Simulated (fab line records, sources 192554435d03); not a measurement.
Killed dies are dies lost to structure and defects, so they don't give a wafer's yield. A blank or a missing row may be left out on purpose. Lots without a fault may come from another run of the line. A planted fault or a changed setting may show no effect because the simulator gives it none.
One fault seen from 2 desks | flow n5_finfet | each desk has only its own numbers; what lay behind them comes last

THE TOOL OWNER'S DESK: ald_metal-02
The tool's own readings at N5_HKMG_FIN_ALD_36 (deposits TiN, target thk 1 nm, pulse time 1 s, purge time 3 s): means of the sampled wafers that have a number, for each lot that ran on this tool. A lot is out of limits, marked OUT, if its mean lies more than 4 standard deviations from the usual mean; the brackets give that distance.
Columns: A = heater_power_outer_w at N5_HKMG_FIN_ALD_36, usual 530 W; B = heater_power_w at N5_HKMG_FIN_ALD_36, usual 872 W; C = precursor_pulse_height_rel at N5_HKMG_FIN_ALD_36, usual 1.001
lot  | first seen here | A   | B   | C
L701 | day 5 16:19     | 498 | 787 | 0.999
L708 | day 7 10:53     | 475 | 766 | 1.007
L709 | day 7 14:51     | 480 | 770 | 1.000
This desk's finding: nothing out of limits on any of the 3 lots.

THE METROLOGY DESK
What the gauges read, lot by lot, whatever tool the lot ran on: means of the sampled wafers that have a number. A lot is out of limits, marked OUT, if its mean lies more than 4 standard deviations from the usual mean; the brackets give that distance.
Columns: A = HK_THK at N5_HKMG_FIN_THK_MEAS_70, usual 1.598 nm
lot  | first seen here | A
L698 | day 4 21:38     | 1.606
L701 | day 5 16:35     | 1.601
L708 | day 7 11:10     | 1.602
L709 | day 7 15:08     | 1.571
L714 | day 9 03:47     | 1.599
L715 | day 9 04:27     | 1.602
This desk's finding: nothing out of limits on any of the 6 lots.

PUT TOGETHER
The tool owner's desk saw nothing out of limits.
The metrology desk saw nothing out of limits.

WHAT THE SIMULATOR HAD PUT IN
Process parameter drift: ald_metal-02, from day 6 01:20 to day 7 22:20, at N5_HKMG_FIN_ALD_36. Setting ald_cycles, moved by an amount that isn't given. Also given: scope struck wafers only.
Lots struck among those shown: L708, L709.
